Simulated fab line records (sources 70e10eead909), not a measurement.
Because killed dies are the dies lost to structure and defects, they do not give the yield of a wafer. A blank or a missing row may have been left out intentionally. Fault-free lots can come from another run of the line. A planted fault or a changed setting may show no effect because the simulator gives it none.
The tool behind it: which one? || flow nand-harc || Sampling: 12 lots, 36 wafers, 5 of 1302 route steps

## WHAT EACH GAUGE READ, for each wafer
NHARC_A_SGD_CUT_THK_MEAS_22: measures by ellipsometry.
{"lot": "L793", "measured": "day 19 16:08", "on": "film-metro-01", "thk-nm (nm)": "148.9 147.8 145.4"}
{"lot": "L795", "measured": "day 20 05:00", "on": "film-metro-01", "thk-nm (nm)": "148.2 150.2 146.1"}
{"lot": "L792", "measured": "day 20 05:10", "on": "film-metro-01", "thk-nm (nm)": "149.0 146.9 144.2"}
{"lot": "L797", "measured": "day 21 14:41", "on": "film-metro-01", "thk-nm (nm)": "144.9 146.1 149.1"}
{"lot": "L798", "measured": "day 21 14:40", "on": "film-metro-01", "thk-nm (nm)": "148.8 149.1 150.0"}
{"lot": "L801", "measured": "day 22 18:41", "on": "film-metro-02", "thk-nm (nm)": "144.9 146.9 145.3"}
{"lot": "L800", "measured": "day 22 18:41", "on": "film-metro-01", "thk-nm (nm)": "148.8 148.3 149.0"}
{"lot": "L803", "measured": "day 23 23:43", "on": "film-metro-01", "thk-nm (nm)": "150.0 150.8 149.1"}
{"lot": "L802", "measured": "day 24 11:28", "on": "film-metro-01", "thk-nm (nm)": "147.9 147.4 147.3"}
{"lot": "L804", "measured": "day 24 11:28", "on": "film-metro-02", "thk-nm (nm)": "149.6 148.8 149.3"}
{"lot": "L805", "measured": "day 25 17:59", "on": "film-metro-01", "thk-nm (nm)": "148.8 147.5 149.4"}
{"lot": "L812", "measured": "day 28 16:50", "on": "film-metro-02", "thk-nm (nm)": "149.5 146.7 149.0"}

NHARC_END_SORT_01.
{"lot": "L812", "measured": "day 33 20:39", "on": "prober-02", "killed-at-array": "56 41", "killed-at-other": "0 0", "killed-at-periphery": "1 5", "killed-dies": "57 46", "killed-open": "3 4", "killed-short": "2 2"}

## WHICH TOOL RAN EACH LOT (tool, then ch and the chambers of the sampled wafers, then the start)
{"lot": "L793", "NHARC_A_SGD_CUT_ETCH_59": "rie-diel-01 ch 1,2,3, day 19 16:08 or earlier", "NHARC_A_SGD_CUT_ETCH_16": "rie-diel-01 ch 0,2,3, day 19 16:08 or earlier", "NHARC_A_WL_FILL_ALD_00": "ald-hk-04 ch 0,3, day 20 11:45"}
{"lot": "L795", "NHARC_A_SGD_CUT_ETCH_59": "rie-diel-01 ch 0,1,3, day 20 05:00 or earlier", "NHARC_A_SGD_CUT_ETCH_16": "rie-diel-01 ch 1,2,3, day 20 05:00 or earlier", "NHARC_A_WL_FILL_ALD_00": "ald-hk-02 ch 0,1,2, day 20 23:34"}
{"lot": "L792", "NHARC_A_SGD_CUT_ETCH_59": "rie-diel-01 ch 2,3, day 20 05:10 or earlier", "NHARC_A_SGD_CUT_ETCH_16": "rie-diel-01 ch 0,1,2, day 20 05:10 or earlier", "NHARC_A_WL_FILL_ALD_00": "ald-hk-04 ch 2,3, day 21 03:35"}
{"lot": "L797", "NHARC_A_SGD_CUT_ETCH_59": "rie-diel-09 ch 0,2,3, day 21 14:41 or earlier", "NHARC_A_SGD_CUT_ETCH_16": "rie-diel-09 ch 0,2,3, day 21 14:41 or earlier", "NHARC_A_WL_FILL_ALD_00": "ald-hk-02 ch 2,3, day 22 09:34"}
{"lot": "L798", "NHARC_A_SGD_CUT_ETCH_59": "rie-diel-10 ch 0,1,3, day 21 14:40 or earlier", "NHARC_A_SGD_CUT_ETCH_16": "rie-diel-10 ch 0,1,2, day 21 14:40 or earlier", "NHARC_A_WL_FILL_ALD_00": "ald-hk-02 ch 0,1,2, day 22 13:25"}
{"lot": "L801", "NHARC_A_SGD_CUT_ETCH_59": "rie-diel-01 ch 0,1,3, day 22 18:41 or earlier", "NHARC_A_SGD_CUT_ETCH_16": "rie-diel-01 ch 0,1,2, day 22 18:41 or earlier", "NHARC_A_WL_FILL_ALD_00": "ald-hk-02 ch 0,2, day 23 17:13"}
{"lot": "L800", "NHARC_A_SGD_CUT_ETCH_59": "rie-diel-09 ch 2,3, day 22 18:41 or earlier", "NHARC_A_SGD_CUT_ETCH_16": "rie-diel-09 ch 0,2,3, day 22 18:41 or earlier", "NHARC_A_WL_FILL_ALD_00": "ald-hk-04 ch 0,1,2, day 23 17:14"}
{"lot": "L803", "NHARC_A_SGD_CUT_ETCH_59": "rie-diel-10 ch 0,3, day 23 23:43 or earlier", "NHARC_A_SGD_CUT_ETCH_16": "rie-diel-10 ch 0,3, day 23 23:43 or earlier", "NHARC_A_WL_FILL_ALD_00": "ald-hk-02 ch 2,3, day 24 18:11"}
{"lot": "L802", "NHARC_A_SGD_CUT_ETCH_59": "rie-diel-10 ch 1,2,3, day 24 11:28 or earlier", "NHARC_A_SGD_CUT_ETCH_16": "rie-diel-10 ch 0,2,3, day 24 11:28 or earlier", "NHARC_A_WL_FILL_ALD_00": "ald-hk-01 ch 0,1,2, day 25 06:53"}
{"lot": "L804", "NHARC_A_SGD_CUT_ETCH_59": "rie-diel-09 ch 0,2, day 24 11:28 or earlier", "NHARC_A_SGD_CUT_ETCH_16": "rie-diel-09 ch 0,2, day 24 11:28 or earlier", "NHARC_A_WL_FILL_ALD_00": "ald-hk-04 ch 0,1, day 25 06:52"}
{"lot": "L805", "NHARC_A_SGD_CUT_ETCH_59": "rie-diel-10 ch 0,2,3, day 25 17:59 or earlier", "NHARC_A_SGD_CUT_ETCH_16": "rie-diel-10 ch 1,2, day 25 17:59 or earlier", "NHARC_A_WL_FILL_ALD_00": "ald-hk-01 ch 2,3, day 26 15:08"}
{"lot": "L812", "NHARC_A_SGD_CUT_ETCH_59": "rie-diel-10 ch 1,2,3, day 28 16:50 or earlier", "NHARC_A_SGD_CUT_ETCH_16": "rie-diel-10 ch 0,2,3, day 28 16:50 or earlier", "NHARC_A_WL_FILL_ALD_00": "ald-hk-02 ch 1,2,3, day 29 17:55"}
- NHARC_A_SGD_CUT_ETCH_59: etches the open film in N2/H2, target depth 260 nm, time 406.25 s.
- NHARC_A_SGD_CUT_ETCH_16: etches the open film in C4F8/O2/Ar, target depth 310.5 nm, time 155.2 s.
- NHARC_A_WL_FILL_ALD_00: deposits Al2O3, target thk 3 nm, pulse time 3 s, ald cycles 30.

## AS READ BY THE TOOLS THEMSELVES (means over the sampled wafers that have a number; for cases with no such wafer, the mark the record gives instead)
NHARC_A_SGD_CUT_ETCH_59.
{"lot": "L793", "tool": "rie-diel-01", "drypump-motor-current-A (A)": 5.7, "mfc-ar-sccm (sccm)": 0.011, "oes-product-au (a.u.)": 0.998, "rf-vpp-V (V)": 428.9, "showerhead-plenum-p-Torr (Torr)": 1.98, "throttle-valve-pct (%)": 14.171}
{"lot": "L795", "tool": "rie-diel-01", "drypump-motor-current-A (A)": 5.8, "mfc-ar-sccm (sccm)": 0.006, "oes-product-au (a.u.)": 1.013, "rf-vpp-V (V)": 430.6, "showerhead-plenum-p-Torr (Torr)": 2.02, "throttle-valve-pct (%)": 14.171}
{"lot": "L792", "tool": "rie-diel-01", "drypump-motor-current-A (A)": 5.2, "mfc-ar-sccm (sccm)": 0.014, "oes-product-au (a.u.)": 1.005, "rf-vpp-V (V)": 428.7, "showerhead-plenum-p-Torr (Torr)": 1.98, "throttle-valve-pct (%)": 14.167}
{"lot": "L797", "tool": "rie-diel-09", "drypump-motor-current-A (A)": 6.0, "mfc-ar-sccm (sccm)": 0.003, "oes-product-au (a.u.)": 0.998, "rf-vpp-V (V)": 430.5, "showerhead-plenum-p-Torr (Torr)": 2.04, "throttle-valve-pct (%)": 14.163}
{"lot": "L798", "tool": "rie-diel-10", "drypump-motor-current-A (A)": 5.8, "mfc-ar-sccm (sccm)": 0.020, "oes-product-au (a.u.)": 1.006, "rf-vpp-V (V)": 431.8, "showerhead-plenum-p-Torr (Torr)": 2.09, "throttle-valve-pct (%)": 14.171}
{"lot": "L801", "tool": "rie-diel-01", "drypump-motor-current-A (A)": 5.8, "mfc-ar-sccm (sccm)": 0.006, "oes-product-au (a.u.)": 0.996, "rf-vpp-V (V)": 429.3, "showerhead-plenum-p-Torr (Torr)": 2.02, "throttle-valve-pct (%)": 14.174}
{"lot": "L800", "tool": "rie-diel-09", "drypump-motor-current-A (A)": 5.9, "mfc-ar-sccm (sccm)": 0.003, "oes-product-au (a.u.)": 1.006, "rf-vpp-V (V)": 429.5, "showerhead-plenum-p-Torr (Torr)": 1.98, "throttle-valve-pct (%)": 14.178}
{"lot": "L803", "tool": "rie-diel-10", "drypump-motor-current-A (A)": 5.3, "mfc-ar-sccm (sccm)": 0.017, "oes-product-au (a.u.)": 0.989, "rf-vpp-V (V)": 434.1, "showerhead-plenum-p-Torr (Torr)": 2.15, "throttle-valve-pct (%)": 14.166}
{"lot": "L802", "tool": "rie-diel-10", "drypump-motor-current-A (A)": 6.0, "mfc-ar-sccm (sccm)": 0.012, "oes-product-au (a.u.)": 0.994, "rf-vpp-V (V)": 431.3, "showerhead-plenum-p-Torr (Torr)": 2.07, "throttle-valve-pct (%)": 14.176}
{"lot": "L804", "tool": "rie-diel-09", "drypump-motor-current-A (A)": 5.7, "mfc-ar-sccm (sccm)": 0.006, "oes-product-au (a.u.)": 0.996, "rf-vpp-V (V)": 429.3, "showerhead-plenum-p-Torr (Torr)": 2.01, "throttle-valve-pct (%)": 14.178}
{"lot": "L805", "tool": "rie-diel-10", "drypump-motor-current-A (A)": 5.6, "mfc-ar-sccm (sccm)": 0.008, "oes-product-au (a.u.)": 0.997, "rf-vpp-V (V)": 433.5, "showerhead-plenum-p-Torr (Torr)": 2.13, "throttle-valve-pct (%)": 14.173}
{"lot": "L812", "tool": "rie-diel-10", "drypump-motor-current-A (A)": 6.0, "mfc-ar-sccm (sccm)": 0.012, "oes-product-au (a.u.)": 0.986, "rf-vpp-V (V)": 431.6, "showerhead-plenum-p-Torr (Torr)": 2.07, "throttle-valve-pct (%)": 14.179}

NHARC_A_SGD_CUT_ETCH_16.
{"lot": "L793", "tool": "rie-diel-01", "oes-product-au (a.u.)": 0.969, "rf-vpp-V (V)": 722}
{"lot": "L795", "tool": "rie-diel-01", "oes-product-au (a.u.)": 0.984, "rf-vpp-V (V)": 721}
{"lot": "L792", "tool": "rie-diel-01", "oes-product-au (a.u.)": 0.979, "rf-vpp-V (V)": 719}
{"lot": "L797", "tool": "rie-diel-09", "oes-product-au (a.u.)": 0.974, "rf-vpp-V (V)": 723}
{"lot": "L798", "tool": "rie-diel-10", "oes-product-au (a.u.)": 0.976, "rf-vpp-V (V)": 724}
{"lot": "L801", "tool": "rie-diel-01", "oes-product-au (a.u.)": 0.972, "rf-vpp-V (V)": 719}
{"lot": "L800", "tool": "rie-diel-09", "oes-product-au (a.u.)": 0.980, "rf-vpp-V (V)": 722}
{"lot": "L803", "tool": "rie-diel-10", "oes-product-au (a.u.)": 0.977, "rf-vpp-V (V)": 729}
{"lot": "L802", "tool": "rie-diel-10", "oes-product-au (a.u.)": 0.952, "rf-vpp-V (V)": 727}
{"lot": "L804", "tool": "rie-diel-09", "oes-product-au (a.u.)": 0.962, "rf-vpp-V (V)": 725}
{"lot": "L805", "tool": "rie-diel-10", "oes-product-au (a.u.)": 0.949, "rf-vpp-V (V)": 722}
{"lot": "L812", "tool": "rie-diel-10", "oes-product-au (a.u.)": 0.964, "rf-vpp-V (V)": 728}

NHARC_A_WL_FILL_ALD_00.
{"lot": "L793", "tool": "ald-hk-04", "heater-power-w (W)": 483, "precursor-pulse-height-rel": 1.001}
{"lot": "L795", "tool": "ald-hk-02", "heater-power-w (W)": 479, "precursor-pulse-height-rel": 0.975}
{"lot": "L792", "tool": "ald-hk-04", "heater-power-w (W)": 486, "precursor-pulse-height-rel": 0.986}
{"lot": "L797", "tool": "ald-hk-02", "heater-power-w (W)": 457, "precursor-pulse-height-rel": 1.007}
{"lot": "L798", "tool": "ald-hk-02", "heater-power-w (W)": 473, "precursor-pulse-height-rel": 0.986}
{"lot": "L801", "tool": "ald-hk-02", "heater-power-w (W)": 479, "precursor-pulse-height-rel": 0.981}
{"lot": "L800", "tool": "ald-hk-04", "heater-power-w (W)": 470, "precursor-pulse-height-rel": 0.997}
{"lot": "L803", "tool": "ald-hk-02", "heater-power-w (W)": 463, "precursor-pulse-height-rel": 1.005}
{"lot": "L802", "tool": "ald-hk-01", "heater-power-w (W)": 514, "precursor-pulse-height-rel": 0.994}
{"lot": "L804", "tool": "ald-hk-04", "heater-power-w (W)": 461, "precursor-pulse-height-rel": 0.976}
{"lot": "L805", "tool": "ald-hk-01", "heater-power-w (W)": 484, "precursor-pulse-height-rel": 1.003}
{"lot": "L812", "tool": "ald-hk-02", "heater-power-w (W)": 445, "precursor-pulse-height-rel": 1.002}

## THE ANSWER, worked out from the rows above alone
Rule: what is usual is taken from the lots themselves. The widest of any qualifying gaps counts: lots, ordered by their means at a reading, are off when they make up no more than a third of the lots, leave a main group of 4 or more, and stand apart from it by 3 or more times the standard deviation of that group's means. If all means in a main group match to the digits the tables above print for the reading, that group is not used. Also off: a lot with no number at a reading for which 4 or more lots have one. The other lots that the step has rows for count as sound. After the gauges, taken in route order, come the tools' own readings; for these a lot's mean is taken, as printed above. At the first step where some lot is off, the reading lying furthest off is the one used; lots without a number count as furthest.
No lot is off at any reading shown: from this, nothing can be told.

## WHAT HAD BEEN PUT IN BY THE SIMULATOR
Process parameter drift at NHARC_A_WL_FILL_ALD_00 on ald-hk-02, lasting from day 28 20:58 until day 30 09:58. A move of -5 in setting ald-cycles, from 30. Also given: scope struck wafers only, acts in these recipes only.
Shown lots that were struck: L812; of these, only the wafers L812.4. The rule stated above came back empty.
